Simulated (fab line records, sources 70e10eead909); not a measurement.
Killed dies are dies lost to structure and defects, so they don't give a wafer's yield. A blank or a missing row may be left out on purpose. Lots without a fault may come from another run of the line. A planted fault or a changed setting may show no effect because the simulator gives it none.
A struck lot beside a sound one | flow nand_harc | 15 steps out of a route of 1302
Sound: wafers L302.3, L302.4, L302.5. Struck: wafer L303.6. (L303.5 of the same lot was not struck and is left out.) The cause comes at the end.
At each step with rows: each side's tool, then ch and its chambers, then its first start. Under that, the readings that differ: sound wafers | struck wafers | difference of the means | sigmas: that difference in standard deviations of wafers without a fault.
alike: readings whose means differ by less than 2 such deviations, and words and numbers that are the same on both sides. not compared: withheld readings, readings that some wafer has no value for, bounds like >300 that may hide the same value, and numbers for which the record gives no deviation and whose values overlap.
The two part at a step that has a row with sigmas, a row that says differs or no value, or rows on one side only. Numbers that don't overlap but have no deviation are shown without sigmas and don't part them. A reading that every wafer of one side lacks parts them only if that side has two wafers or more.

first, 3 steps without rows for these wafers: NHARC_A_CHANNEL_HOLE_D1_STRIP_41 (strips in N2/H2); NHARC_A_CHANNEL_HOLE_D1_STRIP_42 (strips in CF4/CHF3); NHARC_A_CHANNEL_HOLE_D1_STRIP_43 (strips in O2/COS).
NHARC_A_CHANNEL_HOLE_D1_ETCH_44: etches the open film in CF4/O2, target depth 140 nm, overetch 14 nm, time 77 s.
  sound on rie_diel-10 ch 0,2,3, day 13 13:52; struck on rie_diel-10 ch 0, day 14 15:00
  reading      | sound             | struck | difference | sigmas
  rf_vpp_V (V) | 197.1 196.5 198.2 | 199.7  | +2.4       | +2
  alike: drypump_motor_current_A, o2_flow_sccm, oes_product_au, showerhead_plenum_p_Torr, throttle_valve_pct
  not compared: rf_hours_counter_h
NHARC_A_CHANNEL_HOLE_D1_STRIP_27: strips in O2.
  sound on rie_diel-10 ch 0,2,3; struck on rie_diel-10 ch 2
  alike: drypump_motor_current_A, o2_flow_sccm, oes_product_au, rf_vpp_V, showerhead_plenum_p_Torr, throttle_valve_pct
  not compared: rf_hours_counter_h
then, 2 steps without rows for these wafers: NHARC_A_CHANNEL_HOLE_D1_PRECLEAN_28 (cleans in SC1); NHARC_A_CHANNEL_HOLE_D1_SRD_29.
NHARC_A_CHANNEL_HOLE_D1_CD_MEAS_30:
  sound on cd_sem-03, day 13 14:40; struck on cd_sem-02, day 14 15:47
  alike: cd_nm
NHARC_A_CHANNEL_HOLE_D1_XSEM_31:
  sound on xsem-01 ch 0, day 13 14:46; struck on xsem-01 ch 0, day 14 15:53
  alike: bot_cd_nm, bow_nm, tilt_deg
NHARC_A_CHANNEL_HOLE_D1_INSPECT_40:
  sound on defect_inspect-02, day 13 14:51; struck on defect_inspect-02, day 14 15:58
  alike: raw_defect_count
then, 2 steps without rows for these wafers: NHARC_A_CHANNEL_FILL_D1_PRECLEAN_00 (cleans in SC1); NHARC_A_CHANNEL_FILL_D1_SRD_01.
NHARC_A_CHANNEL_FILL_D1_ALD_02: deposits SiO2, target thk 6 nm, pulse time 10 s, ald cycles 60.
  sound on ald_hk-03 ch 1,2, day 13 15:07; struck on ald_hk-03 ch 3, day 14 16:46
  reading    | sound    | struck | difference | sigmas
  ald_cycles | 60 60 60 | 48     | -12        |
  alike: heater_power_w, precursor_pulse_height_rel
NHARC_A_CHANNEL_FILL_D1_ALD_03: deposits SiNx, target thk 6 nm, pulse time 60 s, ald cycles 58.
  sound on ald_sin_batch-03 ch 0; struck on ald_sin_batch-03 ch 0
  alike: precursor_pulse_height_rel
  not compared: ald_cycles
-- the record jumps here: 15 days lie between the struck wafers' starts before and after (it left off in module A_CHANNEL_FILL_D1 and takes up again in module END, whose first step shown is number 1302 of the route) --
NHARC_END_SORT_01:
  sound on prober-02 ch 0, day 29 15:09; struck on prober-01 ch 0, day 29 23:24
  alike: killed_at_array, killed_at_other, killed_at_periphery, killed_dies, killed_open, killed_short

WHERE THEY PART
Only at NHARC_A_CHANNEL_HOLE_D1_ETCH_44, within this record. Later steps at which nothing parts them and some readings are alike: NHARC_A_CHANNEL_HOLE_D1_STRIP_27, NHARC_A_CHANNEL_HOLE_D1_CD_MEAS_30, NHARC_A_CHANNEL_HOLE_D1_XSEM_31, NHARC_A_CHANNEL_HOLE_D1_INSPECT_40, NHARC_A_CHANNEL_FILL_D1_ALD_02, NHARC_A_CHANNEL_FILL_D1_ALD_03, NHARC_END_SORT_01.

WHY: what the simulator had put in
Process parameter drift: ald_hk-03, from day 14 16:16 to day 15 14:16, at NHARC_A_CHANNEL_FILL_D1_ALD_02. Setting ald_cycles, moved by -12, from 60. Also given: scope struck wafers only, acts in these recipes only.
